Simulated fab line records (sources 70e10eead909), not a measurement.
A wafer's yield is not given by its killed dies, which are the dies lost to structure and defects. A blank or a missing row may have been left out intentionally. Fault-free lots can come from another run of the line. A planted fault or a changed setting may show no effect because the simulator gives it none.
Matching of chambers || flow nand-harc || NHARC_P_M0_CMP_23 on cmp-04 has 4 sister chambers
The step polishes, t overpolish 20 s, target thk 117.54 nm. 8 wafers are shown with their chamber, then 8 later ones without.

WAFERS PAIRED WITH THEIR CHAMBERS
{"wafer": "L077.1", "chamber": 0, "motor-current-A (A)": 12.7, "time-to-endpoint-s (s)": 29.6}
{"wafer": "L080.2", "chamber": 2, "motor-current-A (A)": 13.0, "time-to-endpoint-s (s)": 30.5}
{"wafer": "L086.2", "chamber": 2, "motor-current-A (A)": 13.5, "time-to-endpoint-s (s)": 29.6}
{"wafer": "L086.3", "chamber": 0, "motor-current-A (A)": 12.7, "time-to-endpoint-s (s)": 28.1}
{"wafer": "L087.2", "chamber": 1, "motor-current-A (A)": 13.7, "time-to-endpoint-s (s)": 29.0}
{"wafer": "L087.3", "chamber": 3, "motor-current-A (A)": 11.6, "time-to-endpoint-s (s)": 29.0}
{"wafer": "L087.5", "chamber": 1, "motor-current-A (A)": 13.9, "time-to-endpoint-s (s)": 28.8}
{"wafer": "L088.1", "chamber": 3, "motor-current-A (A)": 12.7, "time-to-endpoint-s (s)": 25.1}

WAFERS WITHOUT THEIR CHAMBER
{"wafer": "L088.2", "motor-current-A (A)": 14.8, "time-to-endpoint-s (s)": 29.7}
{"wafer": "L088.4", "motor-current-A (A)": 13.6, "time-to-endpoint-s (s)": 29.3}
{"wafer": "L094.2", "motor-current-A (A)": 13.7, "time-to-endpoint-s (s)": 31.4}
{"wafer": "L094.4", "motor-current-A (A)": 13.0, "time-to-endpoint-s (s)": 32.2}
{"wafer": "L094.5", "motor-current-A (A)": 11.5, "time-to-endpoint-s (s)": 29.1}
{"wafer": "L097.2", "motor-current-A (A)": 14.5, "time-to-endpoint-s (s)": 27.5}
{"wafer": "L097.3", "motor-current-A (A)": 13.7, "time-to-endpoint-s (s)": 29.7}
{"wafer": "L097.4", "motor-current-A (A)": 13.2, "time-to-endpoint-s (s)": 28.0}

WHICH CHAMBER EACH WENT THROUGH
{"wafer": "L088.2", "from the rows above": "can't be placed: 1 or 2", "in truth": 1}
{"wafer": "L088.4", "from the rows above": "can't be placed: 1 or 2 or 0", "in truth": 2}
{"wafer": "L094.2", "from the rows above": "can't be placed: 2 or 1 or 0", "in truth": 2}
{"wafer": "L094.4", "from the rows above": "can't be placed: 2 or 0 or 1", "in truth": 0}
{"wafer": "L094.5", "from the rows above": "can't be placed: 3 or 0", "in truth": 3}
{"wafer": "L097.2", "from the rows above": "can't be placed: 1 or 2", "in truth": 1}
{"wafer": "L097.3", "from the rows above": "can't be placed: 1 or 2 or 0", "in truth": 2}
{"wafer": "L097.4", "from the rows above": "can't be placed: 0 or 2 or 1 or 3", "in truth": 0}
0 of 8 placed correctly. From these rows, 8 cannot be placed; in 8 the true chamber is one of the candidates. 0 placed wrongly.
How it was worked out, from the rows above alone: a wafer's distance from a chamber is the root of the sum, over the readings, of the square of ((its reading less the chamber's mean) divided by the reading's scatter). The wafer belongs to the nearest chamber; if the next one is less than 2 further off, it can't be placed. A chamber's mean is the mean of its shown wafers. The scatter: take each reading less its chamber's mean, square it, sum over the shown wafers, divide by the number of wafers less the number of chambers, and take the root.
